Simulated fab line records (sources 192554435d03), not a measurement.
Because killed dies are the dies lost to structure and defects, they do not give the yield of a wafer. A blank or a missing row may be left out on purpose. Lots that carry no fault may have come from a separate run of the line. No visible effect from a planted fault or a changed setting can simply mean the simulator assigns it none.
Problem report, 8D (eight disciplines) form, completed by code -- flow n5 finfet -- the parts of the form that need people (team, actions taken, sign-off) are left out

1. WHAT IS WRONG
cd nm at N5_PMOS_HMC_CHANNEL_EPI_CD_MEAS_09 reads a mean of 248.3 nm on 3 wafers of 2 lots; wafers without a fault read 236.9 nm with a standard deviation of 0.91. That is +13 standard deviations from the usual mean.
The step: target cd 237.4 nm.
The first sign was on wafer L737.1 at day 4 23:20, on cd sem-03. The record has a number at this step for 33 wafers belonging to 11 lots. By rule, "out" or "out of limits" means more than 4 standard deviations away from the usual mean. Any other wafer with a number is counted as sound.

2. WHAT IT IS, WHAT IT ISN'T
question,is,is not
which readings at this step,cd nm,-
which lots,"L737, L738","L725, L727, L728, L729, L730, L732, L733, L736, L746"
which wafers of those lots,"L737.1, L738.1, L738.4","L737.2, L737.3, L738.5"
read on which gauges,"cd sem-02, cd sem-03",cd sem-01
when,from day 4 23:20,"up to then (26 sound wafers); but 4 sound wafers of L738, L746 came after"

3. SUSPECTS, AND WHAT RULES EACH OUT
Counting: any tool at a process step up to the reading remains a suspect provided it ran every lot that is out. Sound lots after the first of them don't rule it out here, since some wafers of a struck lot are sound.
- the gauge at N5_PMOS_HMC_CHANNEL_EPI_CD_MEAS_09 has been ruled out. 2 gauges (cd sem-02, cd sem-03) read the wafers that are out.
- litho track-05 at N5_PMOS_HMC_CHANNEL_EPI_PEB_07 (peb time 60 s): kept. Every lot that is out went through it, the first being L737 (day 4 23:16); the last sound lot it ran before that was L736 (day 4 17:37).
Remaining after the count: litho track-05 at N5_PMOS_HMC_CHANNEL_EPI_PEB_07.

4. THE CAUSE (what the simulator had put in)
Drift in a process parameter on litho track-05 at N5_PMOS_HMC_CHANNEL_EPI_PEB_07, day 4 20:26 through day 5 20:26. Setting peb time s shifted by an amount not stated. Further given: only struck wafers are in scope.
The count eliminated every tool but this one.

5. SEQUENCE OF EFFECTS, ordered by route
Rows list readings where the struck wafers' mean (over those with a number) sits beyond 3 standard deviations from the usual. Only readings whose record carries a usual standard deviation are examined. hours: median over the lots of the time between each lot's start at the first step of this table that gives one and its start at this step. sigmas: the change, counted in usual standard deviations.
hours,step,reading,usual,on struck wafers,change,sigmas
0,N5_PMOS_HMC_CHANNEL_EPI_CD_MEAS_09,cd nm,236.9 nm,248.3,+11.4,+13

6. HOW IT WOULD HAVE BEEN CAUGHT EARLIER
In this record the first reading out of limits at a measuring or inspecting step was taken at day 4 23:20, 3 hours after the fault began at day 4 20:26.
Among the 2 lots that are out, L738 began N5_PMOS_HMC_CHANNEL_EPI_PEB_07 on litho track-05 after day 4 23:20. A hold on the tool at that time would have spared it.
